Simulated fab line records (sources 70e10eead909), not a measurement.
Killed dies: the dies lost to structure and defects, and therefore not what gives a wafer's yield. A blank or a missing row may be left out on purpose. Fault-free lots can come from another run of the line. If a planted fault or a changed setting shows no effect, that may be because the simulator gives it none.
Which tool was responsible? + flow nand_harc + 13 lots with 39 wafers sampled at 5 steps, on a route of 1302 steps

== WHAT EACH GAUGE READ, for each wafer ==
NHARC_P_GATE_CD_MEAS_46 targets a cd of 720 nm. Usual: cd_nm at 720.0 nm, with a standard deviation of 2.5.
| lot  | measured     | on        | cd_nm (nm)        | flag |
|------|--------------|-----------|-------------------|------|
| L720 | day 6 01:12  | cd_sem-02 | 716.6 721.0 718.0 |      |
| L723 | day 7 04:09  | cd_sem-03 | 716.0 717.0 719.0 |      |
| L724 | day 7 19:34  | cd_sem-02 | 720.5 717.4 718.2 |      |
| L725 | day 7 20:18  | cd_sem-02 | 724.0 722.4 717.1 |      |
| L728 | day 9 05:00  | cd_sem-01 | 718.7 722.6 719.2 |      |
| L729 | day 9 12:09  | cd_sem-02 | 720.8 723.3 720.8 |      |
| L730 | day 10 05:56 | cd_sem-02 | 721.5 720.3 724.5 |      |
| L733 | day 11 16:40 | cd_sem-03 | 719.9 715.8 714.5 |      |
| L734 | day 11 16:20 | cd_sem-02 | 723.1 720.0 718.9 |      |
| L735 | day 12 09:19 | cd_sem-02 | 715.7 719.5 717.3 |      |
| L740 | day 14 02:13 | cd_sem-03 | 720.1 719.0 721.7 |      |
| L741 | day 14 21:01 | cd_sem-03 | 718.6 717.8 719.4 |      |
| L742 | day 15 00:47 | cd_sem-03 | 718.0 719.0 716.6 |      |

NHARC_END_SORT_01. Usual: killed_at_array 55, standard deviation 22; killed_at_other 0.9, standard deviation 1.2; killed_at_periphery 3.6, standard deviation 2.3; killed_dies 60, standard deviation 22; killed_open 3.2, standard deviation 1.9; killed_short 2.5, standard deviation 1.6.
| lot  | measured     | on        | killed_at_array | killed_at_other | killed_at_periphery | killed_dies | killed_open | killed_short | flag |
|------|--------------|-----------|-----------------|-----------------|---------------------|-------------|-------------|--------------|------|
| L723 | day 25 14:04 | prober-02 | 96 83 77        | 0 0 0           | 2 3 3               | 98 86 80    | 2 2 3       | 3 2 2        |      |
| L724 | day 26 17:33 | prober-02 | 77 85 82        | 2 1 1           | 3 0 2               | 82 86 85    | 2 2 4       | 1 2 5        |      |
| L730 | day 28 07:37 | prober-01 | 22 28 22        | 2 0 2           | 6 3 2               | 30 31 26    | 4 1 2       | 1 2 3        |      |

== TOOL THAT RAN EACH LOT (tool first, then ch and the chambers of the sampled wafers, then the start) ==
| lot  | NHARC_P_ZERO_WELL_PECVD_02     | NHARC_P_GATE_DESCUM_48             | NHARC_P_GATE_STRIP_76                |
|------|--------------------------------|------------------------------------|--------------------------------------|
| L720 | pecvd-03 ch 0,1,2, day 2 06:27 | rie_diel-12 ch 1,2,3, day 6 01:22  | plasma_asher-01 ch 0,1, day 6 03:47  |
| L723 | pecvd-02 ch 1,2, day 3 12:28   | rie_diel-08 ch 0,1,2, day 7 04:19  | plasma_asher-01 ch 0,1, day 7 06:34  |
| L724 | pecvd-03 ch 0,1,2, day 3 22:29 | rie_diel-12 ch 0,1,3, day 7 19:44  | plasma_asher-02 ch 0,1, day 7 22:16  |
| L725 | pecvd-02 ch 0,1,2, day 4 08:29 | rie_diel-06 ch 0,1,2, day 7 20:28  | plasma_asher-02 ch 0,1, day 7 22:43  |
| L728 | pecvd-02 ch 0,1,2, day 5 14:29 | rie_diel-06 ch 2,3, day 9 05:10    | plasma_asher-01 ch 0,1, day 9 07:33  |
| L729 | pecvd-03 ch 0,1,2, day 6 00:26 | rie_diel-12 ch 0,1, day 9 12:19    | plasma_asher-01 ch 1, day 9 14:59    |
| L730 | pecvd-04 ch 0,1, day 6 10:29   | rie_diel-08 ch 0,3, day 10 06:07   | plasma_asher-01 ch 0,1, day 10 08:24 |
| L733 | pecvd-02 ch 0,1,2, day 7 16:29 | rie_diel-06 ch 1,3, day 11 16:50   | plasma_asher-02 ch 0,1, day 11 19:17 |
| L734 | pecvd-02 ch 0,2, day 8 02:29   | rie_diel-12 ch 0,2, day 11 16:31   | plasma_asher-01 ch 0,1, day 11 18:47 |
| L735 | pecvd-04 ch 0,2, day 8 12:26   | rie_diel-06 ch 0,1,2, day 12 09:32 | plasma_asher-01 ch 0,1, day 12 11:56 |
| L740 | pecvd-03 ch 1,2, day 10 14:29  | rie_diel-08 ch 2,3, day 14 02:23   | plasma_asher-02 ch 0,1, day 14 04:41 |
| L741 | pecvd-02 ch 0,1, day 11 00:27  | rie_diel-08 ch 0,2,3, day 14 21:11 | plasma_asher-01 ch 0, day 14 23:34   |
| L742 | pecvd-03 ch 0,2, day 11 10:29  | rie_diel-12 ch 1,2,3, day 15 00:56 | plasma_asher-02 ch 0,1, day 15 03:19 |
- NHARC_P_ZERO_WELL_PECVD_02: deposits SiO2, target thk 10 nm.
- NHARC_P_GATE_DESCUM_48: chemistry O2, time 3 s.
- NHARC_P_GATE_STRIP_76: strips in O2.

== WHAT THE TOOLS THEMSELVES READ (means of the sampled wafers that have a number; where no wafer has one, the mark that the record gives instead) ==
NHARC_P_ZERO_WELL_PECVD_02. Usual: chamber_pressure_Torr 6.502 Torr, standard deviation 0.015; susceptor_temp_C 400.03 C, standard deviation 0.21.
| lot  | tool     | chamber_pressure_Torr (Torr) | susceptor_temp_C (C) | flag |
|------|----------|------------------------------|----------------------|------|
| L720 | pecvd-03 | 6.506                        | 399.96               |      |
| L723 | pecvd-02 | 6.486                        | 399.95               |      |
| L724 | pecvd-03 | 6.507                        | 399.93               |      |
| L725 | pecvd-02 | 6.511                        | 400.16               |      |
| L728 | pecvd-02 | 6.499                        | 400.02               |      |
| L729 | pecvd-03 | 6.485                        | 400.03               |      |
| L730 | pecvd-04 | 6.514                        | 399.99               |      |
| L733 | pecvd-02 | -                            | -                    | OFF  |
| L734 | pecvd-02 | -                            | -                    | OFF  |
| L735 | pecvd-04 | -                            | -                    | OFF  |
| L740 | pecvd-03 | 6.504                        | 400.00               |      |
| L741 | pecvd-02 | 6.498                        | 400.01               |      |
| L742 | pecvd-03 | 6.509                        | 400.05               |      |

NHARC_P_GATE_DESCUM_48. Usual: drypump_motor_current_A 5.9 A, standard deviation 0.36; oes_product_au 1.002 a.u., standard deviation 0.014; rf_vpp_V 57.7 V, standard deviation 0.82; showerhead_plenum_p_Torr 1.89 Torr, standard deviation 0.083; throttle_valve_pct 11.312 %, standard deviation 0.0095.
| lot  | tool        | drypump_motor_current_A (A) | oes_product_au (a.u.) | rf_vpp_V (V) | showerhead_plenum_p_Torr (Torr) | throttle_valve_pct (%) | flag |
|------|-------------|-----------------------------|-----------------------|--------------|---------------------------------|------------------------|------|
| L720 | rie_diel-12 | 5.9                         | 1.003                 | 57.9         | 1.86                            | 11.309                 |      |
| L723 | rie_diel-08 | 5.5                         | 1.006                 | 57.1         | 1.92                            | 11.304                 |      |
| L724 | rie_diel-12 | 6.0                         | 0.998                 | 57.4         | 1.87                            | 11.315                 |      |
| L725 | rie_diel-06 | 6.3                         | 1.016                 | 57.5         | 1.95                            | 11.323                 |      |
| L728 | rie_diel-06 | 5.7                         | 1.004                 | 57.0         | 1.92                            | 11.305                 |      |
| L729 | rie_diel-12 | 5.9                         | 0.992                 | 57.7         | 1.92                            | 11.304                 |      |
| L730 | rie_diel-08 | 5.3                         | 1.003                 | 57.2         | 1.90                            | 11.315                 |      |
| L733 | rie_diel-06 | 5.8                         | 1.012                 | 58.2         | 1.85                            | 11.318                 |      |
| L734 | rie_diel-12 | 5.9                         | 0.976                 | 58.3         | 1.83                            | 11.320                 |      |
| L735 | rie_diel-06 | 6.3                         | 1.011                 | 57.8         | 1.94                            | 11.308                 |      |
| L740 | rie_diel-08 | 5.7                         | 1.012                 | 57.4         | 1.92                            | 11.326                 |      |
| L741 | rie_diel-08 | 5.5                         | 1.000                 | 58.1         | 1.92                            | 11.309                 |      |
| L742 | rie_diel-12 | 5.9                         | 0.999                 | 57.5         | 1.86                            | 11.308                 |      |

NHARC_P_GATE_STRIP_76. Usual: drypump_motor_current_A 5.7 A, standard deviation 0.3; heater_power_w 344 W, standard deviation 35.
| lot  | tool            | drypump_motor_current_A (A) | heater_power_w (W) | flag |
|------|-----------------|-----------------------------|--------------------|------|
| L720 | plasma_asher-01 | 5.6                         | 358                |      |
| L723 | plasma_asher-01 | 5.9                         | 325                |      |
| L724 | plasma_asher-02 | 5.8                         | 352                |      |
| L725 | plasma_asher-02 | 5.6                         | 343                |      |
| L728 | plasma_asher-01 | 5.9                         | 329                |      |
| L729 | plasma_asher-01 | 6.1                         | 299                |      |
| L730 | plasma_asher-01 | 5.6                         | 356                |      |
| L733 | plasma_asher-02 | 5.7                         | 351                |      |
| L734 | plasma_asher-01 | 5.9                         | 332                |      |
| L735 | plasma_asher-01 | 5.9                         | 331                |      |
| L740 | plasma_asher-02 | 5.6                         | 341                |      |
| L741 | plasma_asher-01 | 5.4                         | 383                |      |
| L742 | plasma_asher-02 | 5.8                         | 344                |      |

== THE ANSWER, worked out from the rows above alone ==
Rule: a lot is off if the mean of its wafers that have a number lies more than 3 standard deviations from the usual mean. A lot without any number at a reading at which 4 lots or more have one is off too. All remaining lots with rows at the step are treated as sound. Order of review: gauges by route order, followed by the tools' own readings, for which a lot's mean as printed above is used. The first step at which some lot is off is used, and at that step the reading that is off furthest; a lot without a number counts as furthest.
Off: L733, L734, L735, at NHARC_P_ZERO_WELL_PECVD_02 (chamber_pressure_Torr). Without a number there: L733, L734, L735.
If a tool, at that step or one of the process steps before it, ran each lot that is off and ran no sound lot following the first of them, it fits. Of those tried, none fits.

== WHAT THE SIMULATOR HAD INSERTED ==
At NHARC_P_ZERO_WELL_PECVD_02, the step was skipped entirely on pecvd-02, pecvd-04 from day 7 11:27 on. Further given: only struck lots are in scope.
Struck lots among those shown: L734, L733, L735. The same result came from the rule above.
